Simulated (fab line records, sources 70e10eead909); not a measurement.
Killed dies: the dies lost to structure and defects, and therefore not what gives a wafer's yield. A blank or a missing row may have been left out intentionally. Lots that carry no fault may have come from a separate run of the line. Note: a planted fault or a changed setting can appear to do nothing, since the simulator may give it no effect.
Comparing a struck lot with a sound one | flow nand_harc | 13 steps out of a route of 1302
Sound: wafers L828.2, L828.4, L828.6. Wafers L841.1, L841.2, L841.4 were the ones struck. The cause comes at the end.
At each step with rows: each side's tool, then ch and its chambers, then its first start. Under that, the readings that differ: sound wafers | struck wafers | difference of the means | sigmas: that difference in standard deviations of wafers without a fault.
alike: readings with means less than 2 such deviations apart, plus words and numbers identical on both sides. not compared: withheld readings, readings lacking a value on some wafer, bounds such as >300 that could conceal the same value, and numbers that have no deviation in the record and whose values overlap.
Wherever a step has rows on one side only, a row that says differs or no value, or a row with sigmas, the two part there. Numbers that don't overlap but have no deviation are shown without sigmas and don't part them. A reading missing from all wafers of one side parts the sides only when that side holds two or more wafers.

first, 1 step without rows for these wafers: NHARC_P_M1_DEGAS_29 (time 60 s).
NHARC_P_M1_PRE_CLEAN_30: time 30 s.
  sound on pvd_sputter-03; struck on pvd_sputter-01
  alike: heater_power_w
then, 1 step without rows for these wafers: NHARC_P_M1_PVD_20 (deposits TaN, target thk 5 nm, time 8.06 s).
NHARC_P_M1_PVD_21: deposits Cu, target thk 30 nm, time 20.49 s.
  sound on pvd_sputter-03; struck on pvd_sputter-01
  alike: throttle_valve_pct
then, 1 step without rows for these wafers: NHARC_P_M1_ECD_22 (material Cu, target thk 400 nm).
NHARC_P_M1_ANNEAL_31: time 90 s.
  sound on rtp_anneal-02 ch 0, day 7 00:57; struck on rtp_anneal-01 ch 0, day 12 06:05
  alike: wafer_temp_C_max
NHARC_P_M1_CMP_23: polishes, t overpolish 20 s, target thk 157.82 nm.
  sound on cmp-02 ch 0,3, day 7 01:14; struck on cmp-02 ch 0,1,3, day 12 06:26
  alike: edge_zone_pressure_frac, motor_current_A, retaining_ring_pressure_frac, time_to_endpoint_s
NHARC_P_M1_THK_MEAS_24: measures by xrf.
  sound: film_metro-01 at day 7 01:33; struck: film_metro-02 at day 12 06:45
  alike: thk_nm
then, 1 step without rows for these wafers: NHARC_P_M1_SRD_25.
NHARC_P_M1_INSPECT_27:
  sound: defect_inspect-02 at day 7 01:43; struck: defect_inspect-02 at day 12 06:54
  alike: raw_defect_count
NHARC_P_M1_PRE_CLEAN_32: time 12 s.
  sound on pecvd-03 ch 1,2, day 7 01:47; struck on pecvd-02 ch 0,1, day 12 06:58
  alike: heater_power_w
NHARC_P_M1_DEP_33: deposits SiCN, target thk 30 nm.
  sound on pecvd-03 ch 1,2, day 7 01:54; struck on pecvd-02 ch 0,1, day 12 07:03
  no value came back on the struck wafers for chamber_pressure_Torr (Torr), heater_power_outer_w (W), heater_power_w (W); on the sound wafers chamber_pressure_Torr (Torr) reads 2.999 2.993 2.999
then, 1 step without rows for these wafers: NHARC_P_M2_DEP_00 (deposits SiOC, target thk 182.5 nm).

== WHERE THEY PART ==
Within this record, at NHARC_P_M1_DEP_33 only.

WHY: what had been put in by the simulator
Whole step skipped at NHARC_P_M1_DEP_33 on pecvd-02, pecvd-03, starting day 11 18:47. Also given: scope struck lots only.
